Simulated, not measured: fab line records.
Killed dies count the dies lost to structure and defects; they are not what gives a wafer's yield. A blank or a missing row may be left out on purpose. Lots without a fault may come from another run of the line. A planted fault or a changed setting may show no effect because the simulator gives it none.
fab line records -- flow nandHarc
record: lots: 13, wafers: 39, lastDay: 24
route steps=1159 shown A_STAIRCASE@689 END@1159
lots untouched by any fault: they come from a run of this same line in which no faults occurred
startH: the number of hours between the record's first day and the start of the first shown wafer of the lot -- waitH: hours elapsed since this lot's preceding step -- " same as the row above -- L1.1+2: a single row standing in for several wafers -- - no value, or no start was given -- * or withheld: withheld -- < > ~ a bound
route shown NAME@n: NAME is a module with steps in the file, n the number in the route of the first one -- usual: average and standard deviation across the fault-free wafers -- same: alike in all rows -- chamber/n: place in a boat -- sites: readings site by site -- _std_site: the standard deviation of these -- _edge_site: mean of outer sites minus mean of inner sites -- radiusMm: how far each site lies from the wafer's centre -- mask NAME#n: copy n -- behind: tool/chamber where the wafer was last shaped -- hold: why the lot was held/for how many hours/how that ended -- device: whichever transistor did not switch (one of n, p or np) -- end of line: the tests these same wafers got at the end of their route -- a step given without rows: its recipe and nothing more -- killed: at the first sort, the dies lost to defects and structure; wafer yield is something else -- map: dies across one wafer; x = killed, . = not, _ = none there
set.NAME: the run value of the setting; set.NAME@STEP: its run value at that earlier step -- model.NAME: the simulator's own value behind a step, which no gauge read
route steps across a sampled set of lots; one table per step, one row per wafer
services: the hour from which a tool's chamber was out of use, counted from the record's first day as startH (under 0 if before that day), plus the number of hours and why
== steps ==
step: NHARC_A_STAIRCASE_HM_OPEN_463
recipe: o2FlowSccm: 400, cosFlowSccm: 20, arFlowSccm: 0, rfW: 500, biasW: 300, chemistry: O2/COS
usual: chamberPressureMTorr: 20.001/0.019, drypumpMotorCurrentA: 5.9/0.49, oesProductAu: 0.998/0.0091, rfVppV: 465.6/2, showerheadPlenumPTorr: 3.05/0.085, throttleValvePct: 28.331/0.0084
lot.wafer,tool,chamber,startH,waitH,chamberPressureMTorr,drypumpMotorCurrentA,oesProductAu,rfHoursCounterH,rfVppV,showerheadPlenumPTorr,throttleValvePct
L599.1,rieDiel-09,3,-,-,20.029,6.6,1.008,0,463.6,2.95,28.325
L599.5,rieDiel-09,3,-,-,20.051,6.6,0.994,-,462.7,2.95,28.329
L599.6,rieDiel-09,0,-,-,19.964,5.6,0.988,-,468.6,3.15,28.332
L600.4,rieDiel-09,3,-,-,20.012,6.6,1.016,2,463.7,2.95,28.338
L600.2,rieDiel-09,0,-,-,20.011,5.7,0.997,2,467.9,3.15,28.330
L600.6,rieDiel-09,1,-,-,19.996,6.2,1.002,-,465.4,3.01,28.335
L601.2,rieDiel-09,3,-,-,20.002,6.6,0.993,2,463.5,2.95,28.328
L601.3,rieDiel-09,0,-,-,19.987,5.7,0.996,2,467.9,3.15,28.324
L601.5,rieDiel-09,2,-,-,19.997,6.5,0.988,-,463.5,2.97,28.334
L602.1,rieDiel-13,0,-,-,20.016,5.7,1.011,58,467.4,3.13,28.330
L602.5,rieDiel-13,2,-,-,19.999,5.9,1.025,-,463.8,2.97,28.325
L602.6,rieDiel-13,0,-,-,20.042,5.7,1.015,-,467.8,3.13,28.338
L611.3,rieDiel-09,3,-,-,20.009,6.6,1.005,28,463.7,2.94,28.334
L611.5,rieDiel-09,0,-,-,20.010,5.7,0.990,-,468.5,3.14,28.327
L611.6,rieDiel-09,1,-,-,19.988,6.2,1.003,-,463.7,3.00,28.326
L610.1,rieDiel-10,0,-,-,20.028,5.7,0.995,49,464.4,3.00,28.333
L610.3,rieDiel-10,2,-,-,20.012,5.0,0.993,59,464.9,3.00,28.326
L610.6,rieDiel-10,3,-,-,20.023,5.9,1.001,-,465.7,3.08,28.330
L609.1,rieDiel-10,3,-,-,20.014,5.8,0.987,61,465.3,3.08,28.339
L609.6,rieDiel-10,0,-,-,19.988,5.7,0.993,-,464.8,3.00,28.331
L609.5,rieDiel-10,1,-,-,19.988,5.4,0.999,-,470.6,3.26,28.317
L614.3,rieDiel-10,2,-,-,19.987,5.0,0.996,64,464.5,3.00,28.335
L614.1,rieDiel-10,3,-,-,19.998,5.8,1.004,65,465.9,3.08,28.342
L614.6,rieDiel-10,1,-,-,19.973,5.4,1.013,-,469.6,3.26,28.335
L616.2,rieDiel-13,0,-,-,20.028,5.7,0.992,33,466.6,3.11,28.318
L616.4,rieDiel-13,1,-,-,19.992,6.6,1.001,33,465.8,3.07,28.335
L616.1,rieDiel-13,2,-,-,19.999,5.8,0.998,34,462.4,2.96,28.312
L618.1,rieDiel-10,0,-,-,20.002,5.7,0.989,1,463.8,2.99,28.332
L618.4,rieDiel-10,1,-,-,19.989,5.4,0.996,1,468.8,3.25,28.335
L618.3,rieDiel-10,2,-,-,20.004,5.1,0.994,2,464.2,3.00,28.321
L617.4,rieDiel-13,0,-,-,20.010,5.7,1.001,35,468.0,3.11,28.321
L617.3,rieDiel-13,2,-,-,19.993,5.9,1.003,36,462.5,2.96,28.318
L617.1,rieDiel-13,3,-,-,19.982,6.2,0.996,34,465.4,3.05,28.340
L615.1,rieDiel-09,1,-,-,20.000,6.2,1.006,40,464.5,2.99,28.342
L615.5,rieDiel-09,2,-,-,20.008,6.5,0.990,-,463.1,2.95,28.326
L615.6,rieDiel-09,3,-,-,20.014,6.6,1.005,-,461.9,2.93,28.332
L619.1,rieDiel-10,2,-,-,19.976,5.1,0.991,9,466.5,2.99,28.332
L619.2,rieDiel-10,3,-,-,19.990,5.8,0.991,9,465.2,3.08,28.330
L619.3,rieDiel-10,0,-,-,20.009,5.7,0.981,8,464.8,2.99,28.337
step: NHARC_A_STAIRCASE_ALD_415
recipe: targetThkA: 300, pulseTimeS: 6, aldCycles: 300, tempC: 300, material: SiO2
usual: heaterPowerOuterW: 274/45, heaterPowerW: 495/65, precursorPulseHeightRel: 0.996/0.02
same: aldCycles: 300, pulseTimeS: 6
lot.wafer,tool,chamber,startH,waitH,heaterPowerOuterW,heaterPowerW,precursorPulseHeightRel
L599.1,aldHk-01,1,268.54,0.8,225,429,1.001
L599.6,aldHk-01,2,268.54,0.8,282,537,1.019
L599.5,aldHk-01,3,268.54,0.8,340,602,1.009
L600.2,aldHk-02,2,274.42,0.3,276,495,1.027
L600.4,aldHk-02,0,274.42,0.3,209,404,1.007
L600.6,aldHk-02,2,274.42,0.3,279,518,1.007
L601.2,aldHk-01,2,275.77,0.1,285,511,1.001
L601.3,aldHk-01,1,275.77,0.1,225,440,0.981
L601.5,aldHk-01,2,275.77,0.1,282,506,0.976
L602.1,aldHk-04,2,276.67,0.4,290,497,1.000
L602.6,aldHk-04,1,276.67,0.4,275,483,1.011
L602.5,aldHk-04,2,276.67,0.4,293,505,1.031
L611.3,aldHk-02,1,337.19,0.3,303,542,0.983
L611.5,aldHk-02,0,337.19,0.3,215,394,1.004
L611.6,aldHk-02,1,337.19,0.3,305,537,0.985
L610.1,aldHk-01,3,338.94,0.5,351,624,0.988
L610.3,aldHk-01,0,338.94,0.5,215,408,1.015
L610.6,aldHk-01,1,338.94,0.5,225,430,0.979
L609.1,aldHk-01,3,342.62,0.3,343,605,1.016
L609.5,aldHk-01,2,342.62,0.3,288,522,0.984
L609.6,aldHk-01,3,342.62,0.3,353,609,0.987
L614.1,aldHk-01,0,352.15,0.1,217,419,1.007
L614.3,aldHk-01,3,352.15,0.1,354,600,0.954
L614.6,aldHk-01,1,352.15,0.1,228,448,0.970
L616.1,aldHk-01,2,369.38,0.1,283,513,0.989
L616.2,aldHk-01,3,369.38,0.1,350,598,1.031
L616.4,aldHk-01,1,369.38,0.1,230,441,0.981
L618.3,aldHk-02,2,370.88,0.1,279,516,1.015
L618.4,aldHk-02,0,370.88,0.1,207,408,0.985
L618.1,aldHk-02,1,370.88,0.1,306,547,0.994
L617.3,aldHk-01,1,374.91,0.1,230,444,1.000
L617.1,aldHk-01,3,374.91,0.1,360,592,0.999
L617.4,aldHk-01,0,374.91,0.1,213,416,1.000
L615.1,aldHk-04,0,379.08,0.8,239,424,1.023
L615.6,aldHk-04,1,379.08,0.8,275,454,0.997
L615.5,aldHk-04,2,379.08,0.8,275,469,1.020
L619.1,aldHk-01,1,391.05,0.2,219,450,0.982
L619.3,aldHk-01,2,391.05,0.2,285,523,0.999
L619.2,aldHk-01,0,391.05,0.2,221,409,0.970
step: NHARC_A_STAIRCASE_ALD_420
recipe: targetThkA: 200, pulseTimeS: 6, aldCycles: 200, tempC: 300, material: SiO2
usual: aldCycles: 200/0, heaterPowerOuterW: 272/37, heaterPowerW: 490/54, precursorPulseHeightRel: 1.000/0.018, pulseTimeS: 6/0
lot.wafer,tool,chamber,startH,waitH,aldCycles,heaterPowerOuterW,heaterPowerW,precursorPulseHeightRel,pulseTimeS
L599.1,aldHk-04,0,275.81,-,200,240,424,0.995,6
L599.5,aldHk-04,2,275.81,-,200,294,501,1.015,6
L599.6,aldHk-04,3,275.81,-,200,276,521,0.999,6
L601.2,aldHk-04,3,280.72,-,-,-,-,-,-
L601.3,aldHk-04,1,280.72,-,-,-,-,-,-
L601.5,aldHk-04,3,280.72,-,-,-,-,-,-
L600.4,aldHk-01,2,281.04,-,-,-,-,-,-
L600.2,aldHk-01,3,281.04,-,-,-,-,-,-
L600.6,aldHk-01,1,281.04,-,-,-,-,-,-
L602.1,aldHk-04,1,282.13,-,-,-,-,-,-
L602.5,aldHk-04,2,282.13,-,-,-,-,-,-
L602.6,aldHk-04,3,282.13,-,-,-,-,-,-
L611.3,aldHk-04,2,342.97,-,200,290,484,1.019,6
L611.6,aldHk-04,2,342.97,-,200,290,500,1.009,6
L611.5,aldHk-04,3,342.97,-,200,284,524,0.972,6
L610.3,aldHk-01,0,343.78,-,200,212,417,0.994,6
L610.1,aldHk-01,1,343.78,-,200,221,441,1.006,6
L610.6,aldHk-01,0,343.78,-,200,224,405,1.018,6
L609.1,aldHk-04,2,350.45,-,200,289,494,0.994,6
L609.6,aldHk-04,2,350.45,-,200,289,495,1.016,6
L609.5,aldHk-04,3,350.45,-,200,283,531,0.946,6
L614.3,aldHk-01,3,365.03,-,200,366,597,1.019,6
L614.1,aldHk-01,0,365.03,-,200,215,412,1.013,6
L614.6,aldHk-01,1,365.03,-,200,219,438,1.010,6
L617.3,aldHk-02,0,380.64,-,200,212,411,0.986,6
L617.1,aldHk-02,1,380.64,-,200,311,541,1.023,6
L617.4,aldHk-02,2,380.64,-,200,282,526,0.993,6
L618.3,aldHk-01,2,380.64,-,200,295,516,0.999,6
L618.4,aldHk-01,0,380.64,-,200,220,427,0.960,6
L618.1,aldHk-01,1,380.64,-,200,224,440,1.013,6
L616.4,aldHk-04,3,380.79,-,200,296,548,0.974,6
L616.1,aldHk-04,0,380.79,-,200,242,441,1.002,6
L616.2,aldHk-04,1,380.79,-,200,276,449,1.021,6
L615.1,aldHk-02,1,387.65,-,200,304,551,1.009,6
L615.6,aldHk-02,2,387.65,-,200,282,515,1.010,6
L615.5,aldHk-02,3,387.65,-,200,318,558,0.981,6
L619.2,aldHk-04,0,397.12,-,200,243,441,0.998,6
L619.3,aldHk-04,1,397.12,-,200,270,461,0.997,6
L619.1,aldHk-04,2,397.12,-,200,275,474,0.978,6
step: NHARC_A_STAIRCASE_DEP_151
recipe: targetThkA: 38000, tempC: 400, targetThkNm: 3800, teosFlowSccm: 200, rfW: 500, material: SiO2
usual: heaterPowerW: 675/86
lot.wafer,tool,chamber,startH,waitH,heaterPowerW
L599.1,pecvd-04,0,283.78,0.4,614
L599.5,pecvd-04,0,283.78,0.4,619
L599.6,pecvd-04,1,283.78,0.4,559
L601.3,pecvd-01,2,288.95,0.4,645
L601.2,pecvd-01,1,288.95,0.4,800
L601.5,pecvd-01,2,288.95,0.4,551
L602.1,pecvd-02,1,289.15,0.6,874
L602.5,pecvd-02,0,289.15,0.6,666
L602.6,pecvd-02,1,289.15,0.6,745
L600.2,pecvd-04,0,289.33,0.8,743
L600.4,pecvd-04,2,289.33,0.8,540
L600.6,pecvd-04,0,289.33,0.8,619
L610.3,pecvd-02,1,351.21,0.4,736
L610.1,pecvd-02,2,351.21,0.4,752
L610.6,pecvd-02,1,351.21,0.4,686
L611.3,pecvd-01,2,351.31,0.5,568
L611.6,pecvd-01,1,351.31,0.5,656
L611.5,pecvd-01,0,351.31,0.5,709
L609.1,pecvd-01,2,357.95,0.6,654
L609.5,pecvd-01,0,357.95,0.6,692
L609.6,pecvd-01,1,357.95,0.6,657
L614.1,pecvd-01,0,373.11,0.5,788
L614.3,pecvd-01,1,373.11,0.5,716
L614.6,pecvd-01,0,373.11,0.5,703
L616.1,pecvd-02,0,389.29,0.8,783
L616.2,pecvd-02,1,389.29,0.8,727
L616.4,pecvd-02,0,389.29,0.8,624
L618.3,pecvd-01,0,389.49,1.0,759
L618.1,pecvd-01,1,389.49,1.0,758
L618.4,pecvd-01,2,389.49,1.0,548
L617.3,pecvd-04,0,389.61,1.1,694
L617.1,pecvd-04,1,389.61,1.1,659
L617.4,pecvd-04,2,389.61,1.1,514
L615.1,pecvd-04,0,395.65,0.6,692
L615.5,pecvd-04,1,395.65,0.6,549
L615.6,pecvd-04,0,395.65,0.6,619
L619.1,pecvd-02,2,405.56,0.7,733
L619.3,pecvd-02,0,405.56,0.7,714
L619.2,pecvd-02,1,405.56,0.7,804
step: NHARC_END_SORT_01
recipe: tempC: 25
usual: killedAtArray: 27/8, killedAtOther: 0.8/1.2, killedAtPeriphery: 3.3/2.3, killedDies: 31/8.8, killedOpen: 3.2/2.1, killedShort: 2.1/1.4
same: grossDies: 677
lot.wafer,tool,chamber,startH,waitH,killedAtArray,killedAtOther,killedAtPeriphery,killedDies,killedOpen,killedShort
L602.1,prober-02,0,453.74,2.5,676,1,0,677,3,2
L602.5,prober-02,0,456.91,3.7,675,0,2,677,4,3
L602.6,prober-02,0,457.70,4.0,676,0,1,677,7,1
L601.2,prober-01,0,462.30,2.8,668,0,9,677,3,3
L601.3,prober-01,0,463.10,3.1,669,0,8,677,5,2
L601.5,prober-01,0,464.72,3.7,667,0,10,677,4,5
L600.2,prober-01,0,470.12,2.8,674,1,2,677,3,2
L600.4,prober-01,0,471.74,3.4,673,0,4,677,0,6
L600.6,prober-01,0,473.36,4.0,674,0,3,677,6,5
L618.1,prober-01,0,549.97,2.5,28,0,2,30,1,3
L618.3,prober-01,0,551.58,3.1,21,0,3,24,6,3
L618.4,prober-01,0,552.39,3.4,23,0,2,25,4,1
L616.1,prober-02,0,550.03,2.5,27,0,7,34,1,3
L616.2,prober-02,0,550.81,2.8,32,0,7,39,8,3
L616.4,prober-02,0,552.39,3.4,32,0,7,39,2,1
L615.1,prober-01,0,557.83,2.5,28,1,1,30,4,1
L615.5,prober-01,0,561.06,3.7,31,0,2,33,6,4
killed by level:class
L602.1 A_STAIRCASE:areaAld=648 A_CHANNEL_HOLE_D1:chamberFilmFlake=14 A_STAIRCASE:chamberFilmFlake=8 A_ONON_D1:geometricParticle:open=2 A_WL_FILL:geometricParticle:open=1 A_CONTACT:geometricParticle:short=1 A_M0:geometricParticle:short=1 A_CONTACT:chamberFilmFlake=1
L602.5 A_STAIRCASE:areaAld=646 A_CHANNEL_HOLE_D1:chamberFilmFlake=17 A_STAIRCASE:chamberFilmFlake=4 P_M2:geometricParticle:open=1 A_SOURCE_PLATE:geometricParticle:short=1 A_ONON_D1:geometricParticle:short=1 A_CHANNEL_FILL_D1:geometricParticle:open=1 A_SGD_CUT:geometricParticle:open=1
L602.6 A_STAIRCASE:areaAld=659 A_CHANNEL_HOLE_D1:chamberFilmFlake=4 A_STAIRCASE:chamberFilmFlake=4 A_CONTACT:geometricParticle:open=3 A_BLC:geometricParticle:open=2 P_CONTACT:geometricParticle:open=1 A_CONTACT:geometricParticle:short=1 A_M0:geometricParticle:open=1
L601.2 A_STAIRCASE:areaAld=641 A_SLIT:chamberFilmFlake=11 P_STI:chamberFilmFlake=6 A_STAIRCASE:chamberFilmFlake=5 A_CHANNEL_HOLE_D1:chamberFilmFlake=3 A_CONTACT:chamberFilmFlake=3 P_CONTACT:geometricParticle:short=1 P_M0:geometricParticle:open=1
L601.3 A_STAIRCASE:areaAld=646 A_SLIT:chamberFilmFlake=9 A_STAIRCASE:chamberFilmFlake=5 P_GATE:chamberFilmFlake=4 A_SGD_CUT:geometricParticle:open=2 A_CONTACT:geometricParticle:open=2 P_STI:chamberFilmFlake=2 A_CHANNEL_HOLE_D1:chamberFilmFlake=2
L601.5 A_STAIRCASE:areaAld=643 A_STAIRCASE:chamberFilmFlake=9 A_SLIT:chamberFilmFlake=7 P_STI:chamberFilmFlake=5 P_M0:geometricParticle:open=2 A_WL_FILL:geometricParticle:short=2 A_CONTACT:geometricParticle:open=2 A_CONTACT:chamberFilmFlake=2
L600.2 A_STAIRCASE:areaAld=650 A_CHANNEL_HOLE_D1:chamberFilmFlake=9 A_STAIRCASE:chamberFilmFlake=7 A_CONTACT:geometricParticle:open=2 P_ZERO_WELL:chamberFilmFlake=2 A_WL_FILL:geometricParticle:short=1 A_M0:geometricParticle:open=1 A_M1:geometricParticle:short=1
L600.4 A_STAIRCASE:areaAld=645 A_CHANNEL_HOLE_D1:chamberFilmFlake=14 A_STAIRCASE:chamberFilmFlake=4 P_ZERO_WELL:chamberFilmFlake=3 A_CHANNEL_HOLE_D1:geometricParticle:short=2 A_WL_FILL:geometricParticle:short=2 A_ZERO_WELL:chamberFilmFlake=2 A_ONON_D1:geometricParticle:short=1
L600.6 A_STAIRCASE:areaAld=650 A_CHANNEL_HOLE_D1:chamberFilmFlake=10 A_STAIRCASE:chamberFilmFlake=3 A_CONTACT:chamberFilmFlake=3 P_M0:geometricParticle:open=2 A_M0:geometricParticle:open=2 P_M1:geometricParticle:short=1 A_CHANNEL_FILL_D1:geometricParticle:open=1
L618.1 A_CHANNEL_HOLE_D1:chamberFilmFlake=6 A_CONTACT:chamberFilmFlake=6 A_SLIT:chamberFilmFlake=5 A_STAIRCASE:chamberFilmFlake=4 A_M1:chamberFilmFlake=2 P_M0:geometricParticle:short=1 A_SGD_CUT:geometricParticle:short=1 A_CONTACT:geometricParticle:open=1
L616.1 A_SLIT:chamberFilmFlake=13 A_CONTACT:chamberFilmFlake=5 A_CHANNEL_HOLE_D1:chamberFilmFlake=4 P_ZERO_WELL:chamberFilmFlake=3 P_GATE:chamberFilmFlake=3 A_ONON_D1:geometricParticle:short=1 A_WL_FILL:geometricParticle:short=1 A_WL_FILL:geometricParticle:open=1
L616.2 A_SLIT:chamberFilmFlake=17 P_ZERO_WELL:chamberFilmFlake=3 A_CONTACT:geometricParticle:open=2 A_M0:geometricParticle:open=2 P_GATE:chamberFilmFlake=2 A_CHANNEL_HOLE_D1:chamberFilmFlake=2 A_WL_FILL:chamberFilmFlake=2 P_CONTACT:geometricParticle:open=1
L618.3 A_CHANNEL_HOLE_D1:chamberFilmFlake=4 A_CONTACT:chamberFilmFlake=4 A_CONTACT:geometricParticle:open=2 A_STAIRCASE:chamberFilmFlake=2 A_WL_FILL:chamberFilmFlake=2 P_GATE:geometricParticle:open=1 P_M1:geometricParticle:short=1 A_CHANNEL_FILL_D1:geometricParticle:open=1
L618.4 A_CONTACT:chamberFilmFlake=8 A_CHANNEL_HOLE_D1:chamberFilmFlake=5 A_SLIT:chamberFilmFlake=3 A_STAIRCASE:chamberFilmFlake=2 P_CONTACT:geometricParticle:open=1 A_WL_FILL:geometricParticle:short=1 A_WL_FILL:geometricParticle:open=1 A_CONTACT:geometricParticle:open=1
L616.4 A_SLIT:chamberFilmFlake=15 A_CHANNEL_HOLE_D1:chamberFilmFlake=5 A_CONTACT:chamberFilmFlake=5 P_ZERO_WELL:chamberFilmFlake=4 P_GATE:chamberFilmFlake=3 A_STAIRCASE:chamberFilmFlake=3 A_CHANNEL_FILL_D1:geometricParticle:short=1 A_WL_FILL:geometricParticle:open=1
L615.1 A_CHANNEL_HOLE_D1:chamberFilmFlake=12 A_M0:chamberFilmFlake=5 A_STAIRCASE:chamberFilmFlake=4 A_WL_FILL:chamberFilmFlake=2 P_M0:geometricParticle:open=1 A_ONON_D1:geometricParticle:open=1 A_SGD_CUT:geometricParticle:short=1 A_CONTACT:geometricParticle:open=1
L615.5 A_CHANNEL_HOLE_D1:chamberFilmFlake=9 A_CONTACT:geometricParticle:open=4 A_STAIRCASE:chamberFilmFlake=4 A_WL_FILL:chamberFilmFlake=3 A_ONON_D1:geometricParticle:short=2 A_CONTACT:chamberFilmFlake=2 A_M0:chamberFilmFlake=2 P_GATE:geometricParticle:open=1
== services ==
tool,chamber,startH,hours,kind
pecvd-01,0,250.10,-,clean
rieDiel-09,-,254.16,9.0,pm
pecvd-02,-,260.26,0.9,repair
rieDiel-13,3,272.41,8.6,repair
rieDiel-13,-,276.04,9.0,pm
aldHk-02,-,286.44,10.0,pm
rieDiel-13,2,305.68,4.4,repair
pecvd-02,-,334.01,13.0,pm
rieDiel-10,-,354.16,9.0,pm
aldHk-04,1,367.64,10.0,ventCycle
aldHk-04,2,367.64,10.0,ventCycle
aldHk-04,3,367.64,10.0,ventCycle
pecvd-01,1,373.65,5.0,repair
rieDiel-13,-,375.21,2.7,repair
pecvd-04,-,376.61,13.0,pm
aldHk-04,0,377.64,-,clean
aldHk-04,1,377.64,-,clean
aldHk-04,2,377.64,-,clean
aldHk-04,3,377.64,-,clean
rieDiel-13,2,381.87,3.8,repair
rieDiel-10,1,387.50,7.1,repair
rieDiel-10,3,401.02,1.2,repair
rieDiel-09,0,401.81,17.0,repair
rieDiel-09,-,403.74,4.5,repair
== key ==
firstSign: step: NHARC_A_STAIRCASE_ALD_420, reading: toolRecord, direction: missing
effect: step: NHARC_END_SORT_01, reading: killedAtArray, direction: up, sigmas: 80, usual: 27, struck: 672
moreKillsBornAt: NHARC_A_STAIRCASE_ALD_420@aldHk-04: 3883, NHARC_A_STAIRCASE_ALD_420@aldHk-01: 1945
metAt NHARC_A_STAIRCASE_ALD_420
struckLots L600,L601,L602
laterRowsLeftOut L600.2,L600.4,L600.6,L601.2,L601.3,L601.5,L602.1,L602.5,L602.6
testerLeftOut L600,L601,L602
notActingAt NHARC_A_STAIRCASE_HM_OPEN_463,NHARC_A_STAIRCASE_ALD_415,NHARC_A_STAIRCASE_DEP_151
onsetBetween 275.81 280.72
fault: kind: skippedStepWhole, tool: aldHk-01,aldHk-04, chamber: -, onsetH: 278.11, steps: NHARC_A_STAIRCASE_ALD_420, scope: struckLotsOnly
testerLeftOut: of these lots the tester's yield and bins aren't shown, on N5 and GAA mostly nor the transistor test; their killed dies are dies lost to structure and defects alone, not to doping, threshold or leakage, so they don't give the yield
laterRowsLeftOut: the simulator's readings of these wafers behind a module that went badly wrong aren't trusted and aren't shown, but for the sort
